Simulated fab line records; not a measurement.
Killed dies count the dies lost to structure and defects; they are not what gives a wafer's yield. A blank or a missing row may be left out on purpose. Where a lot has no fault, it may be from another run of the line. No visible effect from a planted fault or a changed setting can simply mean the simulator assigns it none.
A struck lot beside a sound one / flow nand-harc / 14 out of 1302 route steps
Sound: wafers L159.1, L159.3, L159.6. Struck: wafers L153.3, L153.5, L153.6. The cause is given at the end.
At each step with rows: each side's tool, then ch and its chambers, then its first start. Under that, the readings that differ: sound wafers / struck wafers / difference of the means / sigmas: that difference in standard deviations of wafers without a fault.
alike: words and numbers the same on both sides, and readings whose means are apart by under 2 such deviations; not compared: readings that were withheld, readings missing a value for some wafer, numbers with overlapping values and no deviation given by the record, and bounds like >300 which may hide the same value.
A row with sigmas, a row that says differs or no value, or rows on one side alone: a step with any of these is where the two part. Numbers that don't overlap but have no deviation are shown without sigmas and don't part them. A reading that every wafer of one side lacks parts them only if that side has two wafers or more.

NHARC_A_STAIRCASE_STRIP_446: strips in O2.
  sound on plasma-asher-02 ch 0,1, day 27 02:53; struck on plasma-asher-01 ch 0,1, day 25 01:24
reading=drypump-motor-current-A (A); sound=4.8 4.8 5.2; struck=6.2 6.2 5.7; difference=+1.1; sigmas=+2
  alike: heater-power-w
  not compared: rf-hours-counter-h
then, 3 steps without rows for these wafers: NHARC_A_STAIRCASE_STRIP_447 (strips in SPM, time 900 s); NHARC_A_STAIRCASE_PRECLEAN_448 (cleans in SC1); NHARC_A_STAIRCASE_SRD_449.
NHARC_A_STAIRCASE_CMP_450: polishes SiO2, target thk 200 nm.
  sound on cmp-01 ch 0,2, day 27 03:42; struck on cmp-03 ch 0,3, day 25 02:08
  alike: motor-current-A, slurry-filter-dp-kPa
NHARC_A_STAIRCASE_CMP_152: polishes.
  sound on cmp-01 ch 0,2, day 27 03:47; struck on cmp-03 ch 0,3, day 25 02:13
  alike: motor-current-A, slurry-filter-dp-kPa
then, 2 steps without rows for these wafers: NHARC_A_STAIRCASE_SRD_154; NHARC_A_STAIRCASE_ETCH_403 (etches SiO2 in dHF, target depth 108.2 nm).
NHARC_A_STAIRCASE_ETCHBACK_422: etches the open film in CH3F/O2, target depth 40 nm, time 74.286 s.
  sound on rie-diel-04 ch 0,1, day 27 04:14; struck on rie-diel-05 ch 1,2, day 25 02:39
  alike: drypump-motor-current-A, mfc-ar-sccm, oes-product-au, rf-vpp-V, showerhead-plenum-p-Torr, throttle-valve-pct
  not compared: rf-hours-counter-h
then, 1 step without rows for these wafers: NHARC_A_STAIRCASE_ETCH_423 (etches SiO2 in dHF, target depth 30 nm).
NHARC_A_STAIRCASE_ETCHBACK_157: etches the open film in CH3F/O2, target depth 90 nm, time 167.14 s.
  sound on rie-diel-01 ch 2,3, day 27 04:35; struck on rie-diel-05 ch 0,3, day 25 03:03
  alike: drypump-motor-current-A, mfc-ar-sccm, oes-product-au, rf-vpp-V, showerhead-plenum-p-Torr, throttle-valve-pct
  not compared: rf-hours-counter-h
NHARC_A_STAIRCASE_STRIP_475: strips in O2, time 20 s.
  sound on rie-diel-01 ch 1,2, day 27 04:46; struck on rie-diel-05 ch 1,2, day 25 03:13
  no value came back on the struck wafers for any of 8 readings (bias-w (W), chamber-pressure-mTorr (mTorr) and others); on the sound wafers bias-w (W) reads 0 0 0
  not compared: rf-hours-counter-h
then, 1 step without rows for these wafers: NHARC_A_STAIRCASE_DEP_471 (deposits SiO2, target thk 100 nm).
-- record jumps: 5 days between struck wafers' starts before vs after; left off in module A_STAIRCASE, resumes in module END, first step shown is number 1302 of the route --
NHARC_END_SORT_01:
  sound on prober-02 ch 0, day 32 04:38; struck on prober-01 ch 0, day 30 12:02
  alike: killed-at-array, killed-at-other, killed-at-periphery, killed-dies, killed-open, killed-short

WHERE THEY PART
Earliest at NHARC_A_STAIRCASE_STRIP_446; latest, in this record, at NHARC_A_STAIRCASE_STRIP_475. Later steps at which nothing parts them and some readings are alike: NHARC_END_SORT_01.

WHY: the cause the simulator had injected
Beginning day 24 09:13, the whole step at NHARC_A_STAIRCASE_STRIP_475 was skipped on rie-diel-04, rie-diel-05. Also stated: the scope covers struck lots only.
